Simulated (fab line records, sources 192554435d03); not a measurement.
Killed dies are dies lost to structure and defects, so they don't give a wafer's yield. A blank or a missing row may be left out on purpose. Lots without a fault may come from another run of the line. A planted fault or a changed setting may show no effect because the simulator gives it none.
fab line records | flow n5_finfet
record lots=22 wafers=66 last_day=17
route steps=1938 shown BEOL_M9@1436 BEOL_M10@1488
lots that met no fault: from a run of the same line without faults
start_h: hours from the record's first day to the start of the lot's first wafer shown | wait_h: hours since the lot's step before | " the same as in the row above | L1.1+2: a row that stands for several wafers | - no value, or no start given | * or withheld: withheld | < > ~ a bound
route shown NAME@n: a module of which the file shows steps, and the number in the route of the first | usual: mean/standard deviation of fault-free wafers | same: alike in all rows | chamber/n: place in a boat | sites: the reading at each site | _std_site: their standard deviation | _edge_site: outer sites' mean less inner sites' | radius_mm: how far each site lies from the wafer's centre | mask NAME#n: copy n | behind: the tool/chamber that last shaped the wafer | hold: why the lot was held/for how many hours/how that ended | device: the transistor (n, p or np) that didn't switch | end of line: the same wafers' tests at the end of the route | a step without rows: its recipe alone | killed: dies lost to structure and defects at the first sort, not the wafer's yield | map: a wafer's dies, x killed, . not, _ none there
set.NAME: the setting as run; set.NAME@STEP: as run at that earlier step | model.NAME: the simulator's own value behind a step, which no gauge read
steps of the route over a sample of lots; a table a step, a row a wafer
services: from which hour (start_h, from the record's first day; less than 0 if before it) a tool's chamber was out of use, for how many hours, and why
## steps
# step N5_BEOL_M9_INSPECT_30
# recipe mode=adi inspect_instrument=brightfield
# usual raw_defect_count=422/110
# columns lot.wafer tool chamber start_h wait_h raw_defect_count
L076.1 defect_inspect-02 - 208.92 0.1 325
L076.3 " - " " 286
L076.5 " - " " 394
L074.2 defect_inspect-01 - 219.78 0.0 570
L074.3 " - " " 497
L074.5 " - " " 483
L075.1 defect_inspect-01 - 222.79 0.1 356
L075.3 " - " " 544
L075.5 " - " " 452
L077.1 defect_inspect-01 - 240.52 0.1 536
L077.3 " - " " 582
L077.6 " - " " 551
L078.1 defect_inspect-01 - 240.68 0.1 748
L078.3 " - " " 649
L078.6 " - " " 563
L081.2 defect_inspect-01 - 245.99 0.0 494
L081.3 " - " " 275
L081.5 " - " " 493
L079.1 defect_inspect-01 - 248.76 0.1 426
L079.3 " - " " 312
L079.6 " - " " 413
L080.1 defect_inspect-02 - 249.83 0.1 412
L080.3 " - " " 436
L080.5 " - " " 396
L082.1 defect_inspect-02 - 264.46 0.1 277
L082.2 " - " " 347
L082.3 " - " " 322
L084.2 defect_inspect-02 - 273.95 0.0 632
L084.3 " - " " 386
L084.5 " - " " 447
L083.2 defect_inspect-02 - 275.31 0.0 418
L083.4 " - " " 508
L083.5 " - " " 421
L085.3 defect_inspect-02 - 276.36 0.0 288
L085.4 " - " " 361
L085.6 " - " " 383
L086.1 defect_inspect-02 - 280.91 0.1 543
L086.3 " - " " 452
L086.4 " - " " 328
L087.1 defect_inspect-02 - 288.21 0.1 549
L087.3 " - " " 502
L087.6 " - " " 424
L088.1 defect_inspect-02 - 294.28 0.1 372
L088.3 " - " " 368
L088.5 " - " " 401
L090.1 defect_inspect-01 - 297.60 0.2 390
L090.2 " - " " 513
L090.5 " - " " 464
L091.2 defect_inspect-02 - 305.80 0.0 419
L091.3 " - " " 388
L091.4 " - " " 327
L093.2 defect_inspect-02 - 326.80 0.0 390
L093.4 " - " " 315
L093.5 " - " " 382
L092.2 defect_inspect-02 - 328.96 0.0 485
L092.5 " - " " 477
L092.6 " - " " 500
L094.1 defect_inspect-01 - 336.11 0.1 428
L094.4 " - " " 374
L094.6 " - " " 395
L095.1 defect_inspect-01 - 336.28 0.1 450
L095.3 " - " " 363
L095.4 " - " " 472
L097.2 defect_inspect-01 - 341.95 0.0 294
L097.5 " - " " 400
L097.6 " - " " 336
# step N5_BEOL_M9_STRIP_80
# recipe chemistry=N2/H2 time_s=10 power_w=450 temp_c=40 pressure_mtorr=20 rf_frequency_hz=6e+07 bias_power_w=7 n2_flow_sccm=200 h2_flow_sccm=200
# usual chamber_pressure_mTorr=19.995/0.02 drypump_motor_current_A=6.0/0.4 n2_flow_sccm=200.0/0.57 oes_product_au=0.77/0.087 rf_vpp_V=59.1/0.81 showerhead_plenum_p_Torr=2.56/0.084 temp_c=40.02/0.11 throttle_valve_pct=23.7/0.45
# columns lot.wafer tool chamber start_h wait_h chamber_pressure_mTorr drypump_motor_current_A n2_flow_sccm oes_product_au rf_hours_counter_h rf_vpp_V showerhead_plenum_p_Torr temp_c throttle_valve_pct
L076.1 rie_diel-03 3 - - 19.976 6.6 199.6 0.87 43 58.8 2.69 39.95 23.4
L076.3 " 2 " " 19.979 6.5 200.1 0.73 176 60.4 2.51 40.21 23.3
L076.5 " 3 " " 19.970 6.6 199.5 0.87 - 59.5 2.69 40.14 23.4
L074.2 rie_diel-02 2 - - 19.984 6.0 199.8 0.74 190 60.1 2.64 40.01 24.1
L074.3 " 2 " " 20.012 6.0 199.2 0.74 - 58.0 2.64 40.01 24.1
L074.5 " 2 " " 20.023 6.0 199.9 0.74 - 58.7 2.64 40.02 24.1
L075.1 rie_diel-01 0 - - 19.973 5.1 200.2 0.72 192 60.3 2.63 40.12 23.6
L075.3 " 2 " " 20.029 5.4 200.3 0.84 81 59.3 2.58 39.87 24.5
L075.5 " 0 " " 19.943 5.1 201.4 0.71 - 61.5 2.63 39.82 23.6
L077.1 rie_diel-02 1 - - 20.021 5.7 200.8 0.69 211 59.3 2.40 40.04 24.0
L077.3 " 2 " " 19.956 6.0 200.1 0.73 197 58.9 2.64 39.98 24.2
L077.6 " 1 " " 19.952 5.7 200.2 0.70 - 60.5 2.40 40.12 24.0
L078.1 rie_diel-03 0 - - 20.004 6.1 200.2 0.73 177 60.5 2.62 39.86 23.1
L078.3 " 1 " " 19.990 5.7 199.5 0.73 188 58.8 2.51 40.04 24.0
L078.6 " 0 " " 19.987 6.1 200.0 0.73 - 58.2 2.62 39.82 23.1
L081.2 rie_diel-03 3 - - 20.000 6.6 200.4 0.85 52 60.4 2.68 39.80 23.4
L081.3 " 1 " " 19.998 5.7 200.9 0.72 189 57.6 2.51 39.90 24.0
L081.5 " 0 " " 19.999 6.1 199.6 0.73 - 58.3 2.62 39.92 23.1
L079.1 rie_diel-03 3 - - 19.989 6.6 199.7 0.87 53 58.7 2.68 39.96 23.4
L079.3 " 2 " " 19.966 6.5 200.3 0.72 185 56.9 2.50 39.98 23.3
L079.6 " 3 " " 20.007 6.6 200.2 0.86 - 59.8 2.68 40.00 23.4
L080.1 rie_diel-03 2 - - 20.001 6.4 200.1 0.72 185 58.3 2.50 40.22 23.3
L080.3 " 3 " " 19.992 6.6 199.3 0.85 53 59.1 2.68 39.94 23.4
L080.5 " 0 " " 19.988 6.1 199.9 0.73 - 57.8 2.62 40.01 23.1
L082.1 rie_diel-02 3 - - 20.004 5.7 200.5 0.68 235 59.2 2.49 40.17 24.5
L082.2 " 2 " " 20.013 6.0 199.8 0.72 204 59.5 2.63 39.83 24.2
L082.3 " 1 " " 20.019 5.7 199.7 0.70 218 57.7 2.40 39.97 24.0
L084.2 rie_diel-03 2 - - 20.000 6.4 198.5 0.71 191 59.2 2.50 39.98 23.3
L084.3 " 3 " " 20.024 6.6 200.4 0.86 60 59.1 2.68 40.03 23.4
L084.5 " 0 " " 20.009 6.1 199.5 0.74 - 59.5 2.62 40.19 23.1
L083.2 rie_diel-02 2 - - 19.983 6.0 200.0 0.72 207 59.0 2.63 40.09 24.2
L083.4 " 1 " " 20.000 5.7 201.1 0.69 220 60.3 2.40 40.02 24.0
L083.5 " 1 " " 19.970 5.7 200.6 0.70 - 58.7 2.40 40.17 24.0
L085.3 rie_diel-03 2 - - 20.016 6.4 200.7 0.71 192 58.0 2.50 40.02 23.3
L085.4 " 1 " " 19.998 5.7 200.1 0.71 197 58.5 2.51 39.93 24.0
L085.6 " 3 " " 20.006 6.6 200.9 0.85 - 58.3 2.68 39.92 23.4
L086.1 rie_diel-02 1 - - 19.993 5.7 199.9 0.70 222 57.7 2.40 40.04 24.0
L086.3 " 2 " " 19.978 6.0 199.9 0.72 209 58.6 2.63 40.31 24.2
L086.4 " 0 " " 20.026 5.9 199.9 0.92 17 58.1 2.61 40.16 23.5
L087.1 rie_diel-01 2 - - 20.021 5.4 200.3 0.80 106 59.6 2.57 40.00 24.6
L087.3 " 3 " " 20.006 6.3 199.6 1.00 3 59.9 2.49 39.91 23.0
L087.6 " 2 " " 20.008 5.4 200.6 0.80 - 60.0 2.57 40.01 24.6
L088.1 rie_diel-03 1 - - 20.012 5.7 199.8 0.71 203 59.8 2.50 39.92 24.0
L088.3 " 3 " " 20.003 6.6 199.4 0.84 68 58.2 2.67 40.24 23.4
L088.5 " 3 " " 20.006 6.6 200.3 0.85 - 60.2 2.67 40.04 23.4
L090.1 rie_diel-01 3 - - 19.998 6.3 199.8 0.98 7 57.9 2.49 40.10 23.0
L090.2 " 0 " " 20.031 5.1 199.5 0.70 219 59.6 2.62 39.88 23.6
L090.5 " 0 " " 19.998 5.1 199.7 0.69 - 59.6 2.62 39.84 23.6
L091.2 rie_diel-02 0 - - 19.983 6.0 200.5 0.90 25 59.2 2.61 40.05 23.5
L091.3 " 1 " " 20.009 5.7 199.6 0.69 230 59.8 2.39 40.00 24.0
L091.4 " 3 " " 19.960 5.8 199.4 0.66 248 59.2 2.49 40.00 24.5
L093.2 rie_diel-02 0 - - 20.028 6.0 199.4 0.87 34 58.1 2.60 39.99 23.5
L093.4 " 0 " " 20.006 5.9 199.7 0.88 - 58.7 2.60 40.03 23.5
L093.5 " 1 " " 19.979 5.7 199.4 0.67 - 59.2 2.39 39.93 24.0
L092.2 rie_diel-03 0 - - 20.019 6.1 201.2 0.71 206 58.1 2.61 40.12 23.2
L092.5 " 0 " " 20.004 6.1 201.2 0.72 - 58.7 2.61 40.11 23.2
L092.6 " 3 " " 19.995 6.6 199.9 0.82 - 59.0 2.67 40.09 23.4
L094.1 rie_diel-03 2 - - 19.996 6.4 200.5 0.70 211 58.7 2.49 40.01 23.3
L094.4 " 3 " " 19.997 6.6 200.8 0.82 81 60.6 2.67 39.98 23.4
L094.6 " 1 " " 20.015 5.7 200.1 0.70 - 58.9 2.50 40.23 24.1
L095.1 rie_diel-03 1 - - 20.002 5.7 200.6 0.70 216 58.0 2.50 40.01 24.1
L095.3 " 3 " " 19.997 6.6 199.9 0.82 82 60.2 2.67 39.92 23.4
L095.4 " 2 " " 20.019 6.4 199.0 0.69 211 58.6 2.49 40.07 23.3
L097.2 rie_diel-01 2 - - 20.008 5.4 199.3 0.80 121 59.2 2.57 39.87 24.6
L097.5 " 1 " " 20.003 5.6 201.0 0.86 - 59.6 2.48 40.26 23.5
L097.6 " 0 " " 20.018 5.1 200.1 0.69 - 60.3 2.61 39.89 23.7
# step N5_BEOL_M9_OCD_MEAS_38
# usual trench_depth_nm=150/4.1
# columns lot.wafer tool chamber start_h wait_h trench_depth_nm
L076.1 ocd-02 - 209.69 - 145
L076.3 " - " " 150
L076.5 " - " " 145
L074.2 ocd-02 - 220.30 - 153
L074.3 " - " " 153
L074.5 " - " " 147
L075.1 ocd-01 - 223.28 - 155
L075.3 " - " " 156
L075.5 " - " " 154
L077.1 ocd-02 - 241.01 - 146
L077.3 " - " " 153
L077.6 " - " " 147
L078.1 ocd-02 - 241.39 - 146
L078.3 " - " " 148
L078.6 " - " " 146
L081.2 ocd-01 - 246.48 - 145
L081.3 " - " " 149
L081.5 " - " " 145
L079.1 ocd-02 - 249.25 - 148
L079.3 " - " " 154
L079.6 " - " " 146
L080.1 ocd-01 - 250.36 - 152
L080.3 " - " " 146
L080.5 " - " " 145
L082.1 ocd-01 - 264.95 - 155
L082.2 " - " " 151
L082.3 " - " " 147
L084.2 ocd-01 - 274.45 - 150
L084.3 " - " " 146
L084.5 " - " " 145
L083.2 ocd-02 - 275.81 - 150
L083.4 " - " " 145
L083.5 " - " " 145
L085.3 ocd-02 - 277.05 - 152
L085.4 " - " " 148
L085.6 " - " " 147
L086.1 ocd-01 - 281.40 - 145
L086.3 " - " " 149
L086.4 " - " " 158
L087.1 ocd-01 - 288.70 - 154
L087.3 " - " " 151
L087.6 " - " " 154
L088.1 ocd-01 - 294.88 - 149
L088.3 " - " " 146
L088.5 " - " " 146
L090.1 ocd-02 - 298.23 - 151
L090.2 " - " " 151
L090.5 " - " " 154
L091.2 ocd-02 - 306.29 - 161
L091.3 " - " " 145
L091.4 " - " " 154
L093.2 ocd-02 - 327.29 - 161
L093.4 " - " " 158
L093.5 " - " " 144
L092.2 ocd-01 - 329.45 - 147
L092.5 " - " " 145
L092.6 " - " " 145
L094.1 ocd-02 - 336.60 - 150
L094.4 " - " " 146
L094.6 " - " " 148
L095.1 ocd-02 - 337.03 - 148
L095.3 " - " " 147
L095.4 " - " " 149
L097.2 ocd-01 - 342.44 - 154
L097.5 " - " " 151
L097.6 " - " " 152
# step N5_BEOL_M9_CMP_52
# recipe stop_on=SiCOH_lowk t_overpolish_s=7 down_force_psi=1 platen_rpm=50 clearing_platen_down_force_psi=1.5 clearing_platen_rpm=50 post_cmp_clean=cu_alkaline target_thk_nm=140 clearing_platen_pad_velocity_m_s=0.99484 pad_velocity_m_s=0.99484
# usual barrier_field_endpoint_s=29.1/1.1 clearing_platen_down_force_psi=1.5000/0.0028 motor_current_A=5.7/0.43 overpolish_run_s=7.000/0.0095 platen_rpm=50.00/0.037 time_to_endpoint_s=67/5.6
# columns lot.wafer tool chamber start_h wait_h barrier_field_endpoint_s clearing_platen_down_force_psi motor_current_A overpolish_run_s platen_rpm time_to_endpoint_s
L076.1 cmp-02 2 213.70 0.3 28.0 1.4971 5.7 6.999 50.05 66
L076.3 " 3 " " 26.9 1.5050 6.0 7.005 49.98 59
L076.5 " 1 " " 29.9 1.4986 6.0 6.997 50.02 75
L074.2 cmp-02 1 223.56 0.2 30.9 1.5002 5.9 7.001 50.00 77
L074.3 " 0 " " 28.2 1.4984 5.6 7.037 49.97 63
L074.5 " 1 " " 30.9 1.5063 6.2 6.993 50.00 76
L075.3 cmp-02 1 225.53 0.2 31.1 1.5008 6.1 6.987 50.00 75
L075.1 " 2 " " 29.3 1.4997 5.5 7.001 49.98 67
L075.5 " 0 " " 28.4 1.5033 5.7 7.000 50.01 65
L077.3 cmp-02 2 242.96 0.2 29.1 1.5012 5.5 6.999 50.02 70
L077.1 " 0 " " 28.4 1.5029 5.5 7.009 49.99 61
L077.6 " 1 " " 30.5 1.5036 5.9 6.993 49.98 76
L078.1 cmp-01 3 245.33 0.4 28.5 1.4979 5.8 6.989 50.04 63
L078.3 " 0 " " 28.8 1.5029 5.7 7.012 50.00 65
L078.6 " 3 " " 29.6 1.4971 6.0 6.998 50.06 65
L081.3 cmp-01 1 248.62 0.2 30.9 1.4937 6.4 6.990 50.04 79
L081.2 " 2 " " 27.6 1.5024 4.8 6.997 50.01 62
L081.5 " 0 " " 29.0 1.4974 5.5 7.006 49.91 66
L079.1 cmp-01 0 251.26 0.3 27.6 1.5033 5.7 6.996 50.00 64
L079.3 " 1 " " 30.1 1.4925 6.8 7.015 50.02 76
L079.6 " 2 " " 28.4 1.4999 5.1 6.994 49.98 60
L080.1 cmp-03 1 252.64 0.3 30.4 1.5007 5.8 6.995 50.05 72
L080.3 " 2 " " 28.0 1.5007 5.2 7.010 50.04 65
L080.5 " 3 " " 30.2 1.5059 5.7 7.014 49.97 69
L082.3 cmp-02 1 268.70 0.2 30.0 1.5000 6.1 6.996 50.04 76
L082.1 " 2 " " 29.4 1.5036 5.2 7.007 49.97 70
L082.2 " 0 " " 29.1 1.5016 5.3 6.999 49.98 62
L084.2 cmp-02 3 276.38 0.5 27.9 1.4978 6.2 6.986 49.96 62
L084.3 " 0 " " 28.7 1.5036 5.4 7.003 50.01 66
L084.5 " 2 " " 31.1 1.5036 5.2 7.008 49.99 72
L083.2 cmp-01 3 277.40 0.2 27.7 1.4978 5.5 7.000 49.97 63
L083.4 " 0 " " 29.3 1.5009 5.8 6.996 50.04 66
L083.5 " 3 " " 27.6 1.4985 5.9 6.992 50.04 64
L085.4 cmp-02 1 280.63 0.1 32.1 1.5020 5.9 7.011 49.99 77
L085.3 " 2 " " 29.6 1.5010 5.3 7.007 49.96 66
L085.6 " 2 " " 30.4 1.4999 5.4 7.002 49.85 68
L086.1 cmp-02 1 283.36 0.3 30.8 1.4970 6.1 6.993 50.02 76
L086.3 " 3 " " 27.7 1.5024 5.8 6.987 49.98 62
L086.4 " 0 " " 28.3 1.4991 5.2 7.016 49.94 64
L087.1 cmp-01 3 290.94 0.3 29.0 1.5035 5.7 6.995 50.01 63
L087.3 " 0 " " 28.9 1.4983 5.8 7.007 50.05 66
L087.6 " 0 " " 29.9 1.4984 6.0 6.990 50.02 65
L088.3 cmp-01 0 298.65 0.2 29.6 1.5029 5.8 7.001 49.97 68
L088.1 " 2 " " 28.0 1.5000 4.7 7.002 49.95 58
L088.5 " 0 " " 29.1 1.5022 5.8 7.008 50.05 63
L090.2 cmp-02 0 299.99 0.2 27.8 1.5014 5.4 7.011 49.95 63
L090.1 " 2 " " 28.9 1.4980 5.2 6.997 50.03 66
L090.5 " 0 " " 29.7 1.5009 5.4 7.015 49.90 64
L091.3 cmp-03 2 309.12 0.2 29.1 1.5009 5.4 7.005 49.99 65
L091.4 " 3 " " 30.0 1.5043 6.0 7.015 50.00 69
L091.2 " 1 " " 29.3 1.4987 5.8 6.991 49.97 68
L093.2 cmp-02 0 330.52 0.2 28.4 1.4961 5.6 7.010 50.07 62
L093.4 " 2 " " 30.2 1.5005 5.2 7.005 50.03 71
L093.5 " 3 " " 28.6 1.5007 5.8 6.989 49.97 63
L092.2 cmp-01 3 332.55 0.3 28.2 1.5018 5.9 6.994 50.01 61
L092.6 " 2 " " 28.8 1.4983 4.9 7.003 50.00 60
L092.5 " 3 " " 28.2 1.5011 5.7 7.012 50.03 62
L094.1 cmp-02 3 339.01 0.5 27.9 1.4983 5.9 7.009 50.04 61
L094.4 " 1 " " 30.4 1.4947 5.9 6.992 50.02 74
L094.6 " 2 " " 29.6 1.4996 5.6 7.002 50.02 68
L095.3 cmp-02 1 340.28 0.3 30.4 1.4991 6.2 6.989 50.00 77
L095.4 " 2 " " 29.9 1.4998 5.5 6.997 50.07 69
L095.1 " 3 " " 28.5 1.5035 6.0 7.001 50.08 63
L097.2 cmp-01 1 345.30 0.3 29.2 1.4996 6.8 6.999 49.97 72
L097.6 " 3 " " 28.1 1.4943 6.0 7.007 50.01 63
L097.5 " 0 " " 28.1 1.4994 5.9 7.010 50.04 63
# step N5_BEOL_M10_ETCH_62
# recipe chemistry=N2/H2 target=SOC target_depth_a=1100 overetch_a=220 mask_material=SiARC temp_c=40 time_s=165 ion_energy_ev=200 pressure_mtorr=30 source_w=840 bias_w=150 n2_flow_sccm=200 h2_flow_sccm=200
# usual chamber_pressure_mTorr=30.002/0.027 drypump_motor_current_A=5.6/0.56 n2_flow_sccm=200.0/0.63 oes_product_au=0.69/0.069 rf_vpp_V=525.0/2.5 showerhead_plenum_p_Torr=2.58/0.088 temp_c=40.00/0.099 throttle_valve_pct=17.84/0.19
# columns lot.wafer tool chamber start_h wait_h chamber_pressure_mTorr drypump_motor_current_A n2_flow_sccm oes_product_au rf_hours_counter_h rf_vpp_V showerhead_plenum_p_Torr temp_c throttle_valve_pct
L076.1 rie_diel-06 1 217.91 0.0 29.955 4.8 199.8 0.60 222 522.8 2.50 40.09 17.91
L076.3 " 3 " " 30.036 5.9 199.8 0.67 111 524.8 2.56 39.98 17.81
L076.5 " 3 " " 30.011 5.9 199.2 0.67 - 525.1 2.57 39.91 17.80
L074.2 rie_diel-05 3 226.90 0.0 30.019 6.3 199.6 0.75 28 523.5 2.61 40.12 17.73
L074.3 " 1 " " 29.955 5.3 199.6 0.78 15 528.2 2.71 39.91 17.94
L074.5 " 2 " " 30.003 5.3 199.2 0.71 - 525.3 2.57 39.96 17.43
L075.1 rie_diel-06 3 227.85 0.0 29.923 5.9 200.5 0.66 115 523.2 2.56 40.04 17.82
L075.3 " 1 " " 29.971 4.8 200.5 0.59 226 523.8 2.50 39.85 17.93
L075.5 " 1 " " 29.945 4.8 200.9 0.59 - 523.6 2.50 40.06 17.93
L077.1 rie_diel-05 1 245.70 0.0 30.020 5.3 201.6 0.77 23 528.9 2.71 40.03 17.96
L077.3 " 2 " " 30.043 5.3 200.2 0.70 74 524.5 2.57 39.94 17.45
L077.6 " 2 " " 30.004 5.3 200.1 0.70 - 525.1 2.57 39.89 17.45
L078.1 rie_diel-04 1 248.87 0.0 30.023 5.9 199.6 0.81 3 526.0 2.59 39.93 17.88
L078.3 " 3 " " 30.011 6.2 199.5 0.63 150 521.8 2.43 40.05 18.20
L078.6 " 3 " " 30.024 6.2 199.7 0.63 - 520.3 2.43 40.09 18.20
L081.2 rie_diel-06 2 250.77 0.0 29.994 5.1 198.8 0.65 116 527.6 2.68 40.11 17.71
L081.3 " 3 " " 30.036 5.8 198.8 0.65 123 524.9 2.56 40.07 17.85
L081.5 " 1 " " 30.045 4.8 199.7 0.59 - 521.4 2.49 39.75 17.94
L079.1 rie_diel-04 1 253.63 0.0 30.027 5.9 200.1 0.81 5 525.1 2.59 39.96 17.90
L079.3 " 3 " " 30.015 6.2 200.3 0.63 152 520.1 2.43 39.97 18.22
L079.6 " 3 " " 29.995 6.2 200.6 0.63 - 520.8 2.43 40.04 18.22
L080.1 rie_diel-04 2 256.58 0.0 30.039 5.7 200.4 0.76 29 522.1 2.48 40.09 17.67
L080.3 " 0 " " 29.988 6.7 199.6 0.61 213 525.8 2.63 39.98 17.93
L080.5 " 1 " " 29.976 5.9 199.6 0.81 - 527.3 2.59 39.84 17.90
L082.1 rie_diel-04 0 273.32 0.0 30.039 6.7 200.6 0.61 217 525.9 2.62 40.03 17.94
L082.2 " 2 " " 29.969 5.7 199.9 0.76 35 522.5 2.47 39.99 17.68
L082.3 " 3 " " 30.006 6.2 201.2 0.63 158 521.1 2.43 40.14 18.22
L084.2 rie_diel-04 0 279.94 0.0 30.021 6.7 198.5 0.60 220 525.0 2.62 40.04 17.93
L084.3 " 1 " " 29.938 5.9 199.3 0.78 14 527.0 2.59 39.82 17.91
L084.5 " 3 " " 29.984 6.2 199.2 0.63 - 521.3 2.43 40.05 18.21
L083.2 rie_diel-04 1 281.03 0.0 30.024 5.9 200.6 0.78 14 525.6 2.59 40.10 17.91
L083.4 " 0 " " 30.002 6.7 200.4 0.60 221 526.4 2.62 40.04 17.94
L083.5 " 0 " " 30.008 6.7 199.4 0.61 - 524.4 2.62 39.86 17.94
L085.3 rie_diel-04 0 282.45 0.0 29.993 6.7 200.4 0.61 221 525.3 2.62 39.90 17.94
L085.4 " 1 " " 30.042 5.8 199.4 0.78 15 524.5 2.59 40.09 17.92
L085.6 " 1 " " 30.014 5.9 199.3 0.78 - 526.8 2.59 40.00 17.92
L086.1 rie_diel-06 1 285.82 0.0 29.996 4.8 200.4 0.58 246 523.0 2.49 39.82 17.96
L086.3 " 3 " " 29.999 5.9 200.9 0.64 136 523.7 2.55 39.97 17.86
L086.4 " 2 " " 30.022 5.1 200.7 0.64 128 528.2 2.67 40.15 17.73
L087.1 rie_diel-06 3 295.27 0.0 30.018 5.9 200.5 0.64 139 523.9 2.55 40.05 17.87
L087.3 " 0 " " 30.038 6.2 200.3 0.77 21 522.8 2.50 40.07 17.85
L087.6 " 3 " " 29.954 5.9 199.5 0.64 - 524.8 2.55 40.02 17.87
L088.1 rie_diel-06 3 302.15 0.0 29.993 5.9 200.1 0.64 140 524.1 2.55 40.10 17.87
L088.3 " 0 " " 29.981 6.2 199.9 0.77 23 522.7 2.50 39.91 17.86
L088.5 " 3 " " 29.999 5.9 200.4 0.64 - 524.5 2.55 39.85 17.87
L090.1 rie_diel-05 2 303.28 0.0 30.023 5.3 199.8 0.68 100 525.0 2.56 39.94 17.50
L090.2 " 0 " " 30.026 4.8 201.0 0.76 39 527.5 2.70 40.11 17.78
L090.5 " 0 " " 30.021 4.8 199.5 0.76 - 529.0 2.70 40.13 17.79
L091.2 rie_diel-06 2 312.00 0.1 30.009 5.1 198.8 0.64 138 527.0 2.67 40.02 17.74
L091.3 " 2 " " 30.019 5.1 199.3 0.63 - 527.5 2.67 39.84 17.76
L091.4 " 3 " " 29.976 5.9 199.6 0.64 - 523.5 2.55 39.92 17.90
L093.2 rie_diel-06 0 332.75 0.0 30.013 6.2 199.9 0.76 27 523.3 2.50 40.24 17.87
L093.4 " 2 " " 29.978 5.1 200.6 0.62 151 525.7 2.66 40.13 17.77
L093.5 " 0 " " 29.995 6.2 199.9 0.76 - 523.1 2.50 40.07 17.86
L092.2 rie_diel-05 2 335.02 0.0 30.004 5.3 201.1 0.66 117 524.7 2.55 40.06 17.52
L092.5 " 1 " " 30.001 5.3 199.6 0.70 - 527.1 2.69 40.11 18.03
L092.6 " 2 " " 29.977 5.3 200.1 0.67 - 525.5 2.55 40.10 17.52
L094.1 rie_diel-06 3 343.01 0.0 30.026 5.9 200.0 0.63 162 523.7 2.54 40.09 17.91
L094.4 " 1 " " 29.981 4.8 197.9 0.78 - 523.2 2.48 39.97 17.59
L094.6 " 2 " " 29.981 5.1 200.4 0.62 - 527.7 2.66 40.03 17.80
L095.1 rie_diel-05 1 343.65 0.0 30.004 5.3 199.6 0.71 69 526.5 2.69 39.91 18.03
L095.3 " 2 " " 30.007 5.3 199.9 0.66 120 522.7 2.55 40.13 17.54
L095.4 " 2 " " 29.994 5.3 199.5 0.66 - 524.7 2.55 40.09 17.55
L097.2 rie_diel-05 2 347.43 0.1 30.002 5.3 200.4 0.66 122 525.9 2.55 39.97 17.53
L097.5 " 2 " " 30.053 5.3 199.3 0.66 - 523.6 2.55 40.05 17.53
L097.6 " 1 " " 29.999 5.3 201.4 0.71 - 529.3 2.69 39.88 18.04
# step N5_BEOL_M10_SPUTTER_48
# recipe material=Cu target_thk_a=120 temp_c=-20 bias_v=60 power_w=26000 chamber_pressure_pa=0.13 time_s=2
# usual chamber_pressure_pa=0.1300/0.00031 throttle_valve_pct=30.5/1.4
# columns lot.wafer tool chamber start_h wait_h chamber_pressure_pa throttle_valve_pct
L076.1 pvd_sputter-01 - 224.05 0.1 0.1294 30.9
L076.3 " - " " 0.1302 28.2
L076.5 " - " " 0.1297 30.3
L074.2 pvd_sputter-02 - 231.74 0.2 0.1296 30.7
L074.3 " - " " 0.1300 31.1
L074.5 " - " " 0.1299 31.7
L075.1 pvd_sputter-02 - 231.82 0.1 0.1305 32.6
L075.3 " - " " 0.1300 31.6
L075.5 " - " " 0.1301 31.8
L077.1 pvd_sputter-03 - 249.51 0.3 0.1297 31.3
L077.3 " - " " 0.1300 30.9
L077.6 " - " " 0.1297 27.8
L078.1 pvd_sputter-02 - 252.24 0.2 0.1298 31.0
L078.3 " - " " 0.1303 31.0
L078.6 " - " " 0.1301 30.7
L081.2 pvd_sputter-03 - 253.60 0.2 0.1301 30.6
L081.3 " - " " 0.1299 27.9
L081.5 " - " " 0.1299 30.6
L079.1 pvd_sputter-03 - 257.26 0.1 0.1305 31.0
L079.3 " - " " 0.1296 30.8
L079.6 " - " " 0.1305 31.3
L080.1 pvd_sputter-01 - 260.41 0.1 0.1296 27.8
L080.3 " - " " 0.1299 30.2
L080.5 " - " " 0.1302 30.9
L082.1 pvd_sputter-02 - 275.91 0.1 0.1291 31.0
L082.2 " - " " 0.1295 31.2
L082.3 " - " " 0.1302 33.0
L084.2 pvd_sputter-03 - 283.47 0.8 0.1304 31.1
L084.3 " - " " 0.1301 30.9
L084.5 " - " " 0.1300 27.8
L083.2 pvd_sputter-03 - 284.53 0.2 0.1299 31.2
L083.4 " - " " 0.1301 28.1
L083.5 " - " " 0.1299 30.6
L085.3 pvd_sputter-01 - 286.76 0.1 0.1298 30.7
L085.4 " - " " 0.1305 30.7
L085.6 " - " " 0.1302 30.8
L086.1 pvd_sputter-01 - 288.86 0.1 0.1299 30.5
L086.3 " - " " 0.1302 28.0
L086.4 " - " " 0.1300 30.5
L087.1 pvd_sputter-03 - 299.39 0.1 0.1303 30.7
L087.3 " - " " 0.1302 27.7
L087.6 " - " " 0.1300 31.4
L088.1 pvd_sputter-01 - 306.59 0.9 0.1303 30.7
L088.3 " - " " 0.1303 30.4
L088.5 " - " " 0.1302 30.9
L090.1 pvd_sputter-02 - 308.03 0.1 0.1302 31.6
L090.2 " - " " 0.1296 30.8
L090.5 " - " " 0.1293 31.0
L091.2 pvd_sputter-03 - 317.65 0.1 0.1303 31.2
L091.3 " - " " 0.1299 30.7
L091.4 " - " " 0.1298 30.9
L093.2 pvd_sputter-01 - 336.95 0.2 0.1303 27.8
L093.4 " - " " 0.1294 31.0
L093.5 " - " " 0.1302 30.4
L092.2 pvd_sputter-01 - 338.02 0.1 0.1302 30.4
L092.5 " - " " 0.1303 30.2
L092.6 " - " " 0.1299 30.8
L095.1 pvd_sputter-03 - 346.69 0.1 0.1299 30.8
L095.3 " - " " 0.1299 27.8
L095.4 " - " " 0.1295 30.7
L094.1 pvd_sputter-02 - 347.10 0.2 0.1299 31.0
L094.4 " - " " 0.1298 31.8
L094.6 " - " " 0.1297 31.5
L097.2 pvd_sputter-02 - 352.42 0.1 0.1299 31.2
L097.5 " - " " 0.1306 31.1
L097.6 " - " " 0.1299 32.7
## services
# columns tool chamber start_h hours kind
pvd_sputter-01 - 194.09 0.8 repair
cmp-01 - 196.55 4.0 pm
rie_diel-03 - 198.08 1.1 repair
rie_diel-03 - 199.54 2.6 repair
cmp-03 - 203.50 4.0 pm
rie_diel-01 3 213.02 48.6 repair
cmp-01 - 213.32 1.2 repair
rie_diel-03 0 216.61 2.9 repair
rie_diel-04 1 235.62 8.8 repair
rie_diel-05 3 239.05 115.1 repair
cmp-02 - 244.28 4.8 pm
cmp-02 - 256.68 4.0 pm
rie_diel-03 - 283.25 0.1 repair
cmp-02 - 292.57 1.2 repair
rie_diel-03 1 299.40 1.6 repair
cmp-01 - 303.99 0.9 repair
cmp-01 - 305.30 2.1 repair
rie_diel-02 1 311.81 7.9 repair
rie_diel-02 3 314.33 6.4 repair
pvd_sputter-02 - 321.23 1.2 repair
pvd_sputter-01 - 330.79 2.4 repair
rie_diel-06 0 336.10 14.8 repair
rie_diel-01 2 344.05 3.6 repair
rie_diel-05 0 345.00 5.6 repair
## key
fault none
